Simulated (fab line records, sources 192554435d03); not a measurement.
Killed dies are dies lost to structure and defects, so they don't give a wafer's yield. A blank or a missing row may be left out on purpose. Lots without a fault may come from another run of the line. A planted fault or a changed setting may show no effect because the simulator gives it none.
fab line records | flow n5_finfet
record lots=4 wafers=12 last_day=17
route steps=1938 shown FIN_SAQP@142 FIN_CUT@154 BEOL_M4@1111 PASSIVATION@1936
lots that met no fault: from a run of the same line without faults
start_h: hours from the record's first day to the start of the lot's first wafer shown | wait_h: hours since the lot's step before | " the same as in the row above | L1.1+2: a row that stands for several wafers | - no value, or no start given | * or withheld: withheld | < > ~ a bound
route shown NAME@n: a module of which the file shows steps, and the number in the route of the first | usual: mean/standard deviation of fault-free wafers | same: alike in all rows | chamber/n: place in a boat | sites: the reading at each site | _std_site: their standard deviation | _edge_site: outer sites' mean less inner sites' | radius_mm: how far each site lies from the wafer's centre | mask NAME#n: copy n | behind: the tool/chamber that last shaped the wafer | hold: why the lot was held/for how many hours/how that ended | device: the transistor (n, p or np) that didn't switch | end of line: the same wafers' tests at the end of the route | a step without rows: its recipe alone | killed: dies lost to structure and defects at the first sort, not the wafer's yield | map: a wafer's dies, x killed, . not, _ none there
set.NAME: the setting as run; set.NAME@STEP: as run at that earlier step | model.NAME: the simulator's own value behind a step, which no gauge read
lots at some steps of the route; a table a step, a row a wafer
services: from which hour (start_h, from the record's first day; less than 0 if before it) a tool's chamber was out of use, for how many hours, and why
## steps
# step N5_FIN_SAQP_HM_OPEN_33
# recipe chemistry=CH3F/O2 target=SiNx mask_material=SiO2 target_depth_a=494 time_s=70.6 pressure_mtorr=30 source_w=395 bias_w=73 Ar_flow_sccm=150 CH3F_flow_sccm=30 O2_flow_sccm=20 ion_energy_ev=120 ends=cleared
# step N5_FIN_SAQP_ETCH_34
# recipe chemistry=C4F6/O2 target=SiO2 target_depth_a=450 time_s=15 ion_energy_ev=250 pressure_mtorr=30 source_w=345 bias_w=185 Ar_flow_sccm=300 C4F6_flow_sccm=10 O2_flow_sccm=10 ends=cleared
# step N5_FIN_SAQP_STRIP_77
# recipe chemistry=N2/H2 time_s=90 power_w=100 temp_c=40 pressure_mtorr=100 rf_frequency_hz=6e+07 bias_power_w=3 n2_flow_sccm=300 h2_flow_sccm=300
# step N5_FIN_SAQP_ETCH_64
# recipe chemistry=CF4 target=SiO2 target_depth_a=15 ion_energy_ev=350 pressure_mtorr=10 icp_w=800 bias_w=400 cf4_flow_sccm=80
# step N5_FIN_SAQP_FIN_ETCH_36
# recipe chemistry=HBr/Cl2/O2 target_depth_a=1200 mask_material=SiNx time_s=50.4 bias_w=102 pressure_mtorr=10 icp_w=800 HBr_flow_sccm=150 Cl2_flow_sccm=80 O2_flow_sccm=12
# step N5_FIN_SAQP_PRECLEAN_38
# recipe chemistry=O3/DIW time_s=45 temp_c=22 o3_ppm=10
# step N5_FIN_SAQP_PRECLEAN_45
# recipe chemistry=dHF time_s=10 dilution=500:1 temp_c=25
# step N5_FIN_SAQP_SRD_39
# recipe dry=ipa_marangoni time_s=30 temp_c=23 rinse_liquid=diw
# step N5_FIN_CUT_COAT_18
# recipe resist=SOC temp_c=250 time_s=60 spin_rpm=1500 resist_thk_nm=230
# usual dispense_pressure_kPa=45/4.3 heater_power_total_W=500.4/1.8 spin_speed_rpm=1500.1/0.88
# columns lot.wafer tool chamber start_h wait_h dispense_pressure_kPa heater_power_total_W spin_speed_rpm model.SOC_of_FIN_CUT_COAT_18.thk_nm
L298.1 litho_track-01 0 40.45 0.0 42 500.2 1501.2 231.8
L298.2 " 0 " " 43 501.2 1500.8 231.6
L298.3 " 0 " " 43 501.9 1500.0 230.8
L310.4 litho_track-01 0 110.88 0.0 42 499.8 1356.6 243
L310.5 " 0 " " 42 500.6 1357.4 242
L310.6 " 0 " " 42 497.6 1356.6 243.2
L312.3 litho_track-01 0 122.76 0.0 42 497.4 1357.5 242.4
L312.4 " 0 " " 43 500.3 1358.4 241.8
L312.6 " 0 " " 42 500.2 1357.1 242.8
L317.1 litho_track-04 0 153.34 0.0 51 497.7 1500.5 229
L317.4 " 0 " " 51 503.1 1499.0 229.4
L317.5 " 0 " " 51 498.4 1501.5 229.6
# step N5_FIN_CUT_COAT_19
# recipe resist=SiARC temp_c=220 time_s=60 spin_rpm=1500 resist_thk_nm=20
# step N5_FIN_CUT_COAT_29
# recipe resist=underlayer temp_c=205 time_s=60 spin_rpm=1500 resist_thk_nm=10
# step N5_FIN_CUT_COAT_02
# recipe resist=CAR-EUV spin_rpm=1500 resist_thk_nm=30
# step N5_FIN_CUT_EBR_04
# recipe solvent=PGMEA ebr_width_mm=1.5
# step N5_FIN_CUT_SOFTBAKE_03
# recipe temp_c=110 time_s=60 resist=CAR-EUV
# step N5_FIN_CUT_EXPOSE_05
# recipe mask_id=FIN_CUT na=0.33 source_shape=annular sigma_inner=0.35 sigma_outer=0.8 polarization=unpolarized dose_mj=45.75
# step N5_FIN_CUT_PEB_06
# recipe peb_temp_c=100 peb_time_s=60 resist=CAR-EUV
# step N5_FIN_CUT_DEVELOP_07
# recipe develop_time_s=30 developer=TMAH resist=CAR-EUV rinse_liquid=surfactant_rinse dry=air_spin dev_temp_c=23
# step N5_FIN_CUT_DESCUM_13
# recipe chemistry=O2 time_s=7 source_power_w=50 bias_power_w=20 pressure_mtorr=20 rf_frequency_hz=2.712e+07 temp_c=40 resist=CAR-EUV o2_flow_sccm=225
# step N5_FIN_CUT_ETCH_30
# recipe chemistry=N2/H2 target=underlayer target_depth_a=130 mask_material=CAR-EUV time_s=10.4 ion_energy_ev=200 pressure_mtorr=30 source_w=840 bias_w=150 n2_flow_sccm=200 h2_flow_sccm=200 ends=cleared
# step N5_FIN_CUT_ETCH_20
# recipe chemistry=CF4 target=SiARC target_depth_a=260 mask_material=CAR-EUV time_s=43.3 ion_energy_ev=80 pressure_mtorr=40 source_w=545 bias_w=36 Ar_flow_sccm=100 cf4_flow_sccm=100 ends=cleared
# step N5_FIN_CUT_ETCH_21
# recipe chemistry=N2/H2 target=SOC target_depth_a=2190 overetch_a=438 mask_material=SiARC temp_c=40 ion_energy_ev=100 bias_w=61 time_s=523.5 pressure_mtorr=30 source_w=850 n2_flow_sccm=200 h2_flow_sccm=200
# usual chamber_pressure_mTorr=29.998/0.029 drypump_motor_current_A=5.4/0.43 oes_product_au=0.71/0.064 rf_vpp_V=240.9/1.3 showerhead_plenum_p_Torr=2.55/0.082 throttle_valve_pct=17.80/0.25
# columns lot.wafer tool chamber start_h wait_h chamber_pressure_mTorr drypump_motor_current_A oes_product_au rf_hours_counter_h rf_vpp_V showerhead_plenum_p_Torr throttle_valve_pct model.etch.depth_nm
L298.1 rie_diel-03 1 41.06 0.0 29.952 5.2 0.69 161 241.3 2.65 17.77 231.9
L298.2 " 2 " " 30.010 4.8 0.67 215 240.2 2.50 17.57 231.6
L298.3 " 0 " " 30.002 5.3 0.68 151 242.4 2.66 17.82 230.9
L310.4 rie_diel-06 0 111.49 0.0 30.032 5.5 0.74 128 240.8 2.44 17.91 243
L310.5 " 3 " " 30.003 6.8 0.88 - 241.7 2.60 17.47 242.1
L310.6 " 0 " " 29.948 5.5 0.74 - 239.5 2.44 17.90 243.1
L312.3 rie_diel-03 1 123.24 0.0 29.949 5.2 0.69 183 242.1 2.64 17.82 242.4
L312.4 " 3 " " 30.039 5.1 0.81 74 241.9 2.57 17.60 241.7
L312.6 " 2 " " 30.015 4.8 0.67 - 239.8 2.50 17.60 242.7
L317.1 rie_diel-03 0 153.96 0.0 29.977 5.3 0.66 182 241.4 2.64 17.87 229.1
L317.4 " 2 " " 29.999 4.8 0.64 248 240.8 2.49 17.62 229.4
L317.5 " 1 " " 30.011 5.2 0.67 - 240.4 2.63 17.83 229.5
# step N5_FIN_CUT_STRIP_23
# recipe chemistry=N2/H2 temp_c=40 n2_flow_sccm=200 h2_flow_sccm=200 rf_frequency_hz=6e+07
# step N5_FIN_CUT_STRIP_31
# recipe chemistry=N2/H2 temp_c=40 n2_flow_sccm=200 h2_flow_sccm=200 rf_frequency_hz=6e+07
# step N5_FIN_CUT_STRIP_24
# recipe chemistry=CF4 resist=SiARC power_w=300 bias_power_w=75 pressure_mtorr=50 cf4_flow_sccm=150 rf_frequency_hz=6e+07
# step N5_FIN_CUT_CUT_ETCH_26
# recipe chemistry=CH3F/O2 target=SiNx target_depth_a=390 mask_material=SOC time_s=55.7 pressure_mtorr=30 source_w=395 bias_w=73 Ar_flow_sccm=150 CH3F_flow_sccm=30 O2_flow_sccm=20 ion_energy_ev=120
# step N5_FIN_CUT_CUT_ETCH_27
# recipe chemistry=CHF3/O2 target=SiO2 target_depth_a=40 mask_material=SOC overetch_a=20 time_s=4.9 pressure_mtorr=30 source_w=650 bias_w=170 Ar_flow_sccm=200 CHF3_flow_sccm=50 O2_flow_sccm=5 ion_energy_ev=200
# step N5_FIN_CUT_PRECLEAN_35
# recipe time_s=13.3 temp_c=45 pressure_torr=125 p_hf_torr=3 p_coreactant_torr=25 chemistry=vHF
# step N5_FIN_CUT_CUT_ETCH_15
# recipe chemistry=HBr/Cl2/O2 target=Si target_depth_a=1000 bt_time_s=10 mask_material=SOC time_s=42.4 ion_energy_ev=* bias_w=* pressure_mtorr=10 icp_w=800 HBr_flow_sccm=150 Cl2_flow_sccm=80 O2_flow_sccm=12
# step N5_FIN_CUT_CUT_ETCH_28
# recipe chemistry=HBr/Cl2/O2 target=Si target_depth_a=60 mask_material=SOC time_s=2.4 ion_energy_ev=* bias_w=* pressure_mtorr=10 icp_w=800 HBr_flow_sccm=150 Cl2_flow_sccm=80 O2_flow_sccm=12
# usual chamber_pressure_mTorr=10.000/0.0088 drypump_motor_current_A=5.4/0.47 oes_product_au=1.001/0.016 throttle_valve_pct=37.07/0.19
# columns lot.wafer tool chamber start_h wait_h chamber_pressure_mTorr drypump_motor_current_A oes_product_au rf_hours_counter_h throttle_valve_pct model.SOC_of_FIN_CUT_COAT_18.thk_nm
L298.1 rie_si-05 0 41.66 0.0 9.987 5.1 1.013 161 37.31 169.6
L298.2 " 1 " " 10.000 5.0 1.000 177 37.09 170.2
L298.3 " 3 " " 10.011 5.5 1.003 29 36.85 169.8
L310.4 rie_si-05 0 112.11 0.0 10.034 5.1 1.010 - 37.30 180.6
L310.5 " 2 " " 9.995 6.0 1.013 - 37.38 180
L310.6 " 3 " " 10.000 5.4 1.006 - 36.83 181.6
L312.3 rie_si-06 0 123.84 0.0 10.003 5.1 1.002 30 37.04 180.6
L312.4 " 1 " " 9.994 5.3 0.964 75 37.28 180
L312.6 " 2 " " 10.015 5.8 1.001 - 37.04 181.4
L317.1 rie_si-05 1 154.55 0.0 9.976 5.0 1.003 179 37.08 167.4
L317.4 " 3 " " 9.979 5.4 1.014 32 36.85 168.2
L317.5 " 2 " " 10.001 6.0 1.008 - 37.37 168.2
# step N5_FIN_CUT_STRIP_22
# recipe chemistry=N2/H2 power_w=500 temp_c=40 pressure_mtorr=50 rf_frequency_hz=6e+07 overash_fraction=0.3 bias_power_w=8 h2_frac=0.5 n2_flow_sccm=300 h2_flow_sccm=300
# step N5_BEOL_M4_RC_MEAS_101
# usual DIBL_N=36.4/1.5 DIBL_P=36.4/1.6 IOFF_N=0.164/0.025 IOFF_P=0.214/0.028 ION_N=675/9.9 ION_P=463/6.5 SS_N=71.5/0.5 SS_P=73.3/0.56 VT_N=249.2/2.7 VT_P=-250.1/2.8
# columns lot.wafer tool chamber start_h wait_h DIBL_N[mV/V] DIBL_P[mV/V] IOFF_N[nA/um] IOFF_P[nA/um] ION_N[uA/um] ION_P[uA/um] SS_N[mV/dec] SS_P[mV/dec] VT_N[mV] VT_P[mV]
L298.1 prober-02 0 179.97 0.0 35.0 35.7 0.154 0.199 675 463 71.0 73.1 251.4 -251.7
L298.2 " 0 " " 35.9 37.1 0.160 0.214 688 469 72.0 73.8 248.7 -252.6
L298.3 " 0 " " 37.1 38.7 0.195 0.251 693 474 72.9 73.8 248.7 -251.0
L310.4 prober-01 0 243.79 0.5 36.9 38.0 0.184 0.230 669 464 72.2 73.2 248.4 -245.9
L310.5 " 0 " " 37.1 39.4 0.187 0.242 674 466 72.0 73.8 249.5 -247.6
L310.6 " 0 " " 37.3 39.1 0.190 0.245 682 467 71.6 73.5 248.4 -248.2
L312.3 prober-02 0 270.10 0.7 34.1 33.4 0.139 0.180 680 469 70.3 73.1 249.9 -253.1
L312.4 " 0 " " 36.8 36.7 0.181 0.211 686 466 70.4 73.2 247.8 -249.4
L312.6 " 0 " " 35.2 35.4 0.157 0.195 676 469 70.7 72.9 247.9 -250.3
L317.1 prober-02 0 291.48 0.0 35.6 35.2 0.155 0.181 667 458 72.2 73.3 249.0 -252.2
L317.4 " 0 " " 35.3 35.7 0.161 0.185 686 469 71.6 72.5 249.0 -252.1
L317.5 " 0 " " 33.9 32.8 0.131 0.148 667 453 71.3 72.8 250.3 -256.1
# step N5_PASSIVATION_PROBE_49
# usual defect_limited_yield=91.1/1.4 killed_at_M0_to_M3=35/8.7 killed_at_M4_up=14/5.3 killed_at_contacts=12/6.2 killed_at_front_end=41/12 killed_at_other=3.4/2.6 killed_dies=105/16 killed_open=67/13 killed_short=36/7.3 sort_bin_5_function=5.2/0.96 sort_bin_6_memory=3.3/0.6 sort_n_pass=1075/16 sort_yield_pct=91.1/1.4
# same gross_dies=1180 killed_at_back_side=0 sort_bin_4_leakage[%]=0 sort_bin_8_speed[%]=0
# columns lot.wafer tool chamber start_h wait_h defect_limited_yield[%] killed_at_M0_to_M3 killed_at_M4_up killed_at_contacts killed_at_front_end killed_at_other killed_dies killed_open killed_short sort_bin_5_function[%] sort_bin_6_memory[%] sort_n_pass sort_yield_pct[%]
L310.4 prober-02 - 346.68 0.4 92.5 22 15 8 39 5 89 48 38 4.3 3.1 1091 92.5
L312.3 prober-02 - 365.01 0.1 91.4 33 7 15 42 4 101 69 28 5.1 3.0 1079 91.4
# killed by level:class
L310.4 FIN_SAQP:geometric_particle:open=10 BEOL_M0_SAQP:geometric_particle:short=8 BEOL_M0_SAQP:geometric_particle:open=8 STI_FIN_REVEAL:geometric_particle:open=6 GATE_CUT:geometric_particle:short=6 MOL_CONTACT_COAG:geometric_particle:open=6 BEOL_M4:geometric_particle:short=6 STARTING-WAFER:geometric_particle:open=5
L312.3 FIN_SAQP:geometric_particle:open=13 MOL_CONTACT_COAG:geometric_particle:open=12 FIN_SAQP:geometric_particle:short=9 BEOL_M1:geometric_particle:open=9 BEOL_M0_SAQP:geometric_particle:open=7 BEOL_M3:geometric_particle:open=7 STI_FIN_REVEAL:geometric_particle:open=6 DUMMY_GATE:geometric_particle:open=3
## services
# columns tool chamber start_h hours kind
litho_track-01 - 39.62 - consumable_replace:filter
litho_track-04 - 46.58 - consumable_replace:filter
rie_diel-06 3 48.93 - clean
rie_diel-06 3 48.93 - consumable_replace:focus_ring
rie_diel-06 3 48.93 18.6 scheduled_down
rie_diel-06 3 48.93 18.6 vent_cycle
rie_si-05 2 69.49 6.8 repair
rie_si-06 - 80.04 28.1 pm
rie_diel-03 - 95.11 2.8 pm
rie_si-05 3 102.40 6.3 repair
rie_si-06 - 131.77 0.3 repair
## key
first_sign step=N5_FIN_CUT_COAT_18 reading=spin_speed_rpm direction=down sigmas=99+ usual=* struck=*
effect none on later readings
model_effect step=N5_FIN_CUT_COAT_18 value=SOC_of_FIN_CUT_COAT_18.thk_nm without=230.7 struck=242.5
model_effect step=N5_FIN_CUT_ETCH_21 value=etch.depth_nm without=230.7 struck=242.5
model_effect step=N5_FIN_CUT_CUT_ETCH_28 value=SOC_of_FIN_CUT_COAT_18.thk_nm without=168.9 struck=180.7
met_at N5_FIN_CUT_COAT_18
struck_wafers L310.4,L310.5,L310.6,L312.3,L312.4,L312.6
onset_between 40.45 110.88
fault kind=process_parameter_drift tool=litho_track-01 chamber=- onset_h=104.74 steps=N5_FIN_CUT_COAT_18 channel=spin_rpm offset=* shape=step end_h=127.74 acts_in=* stated=*
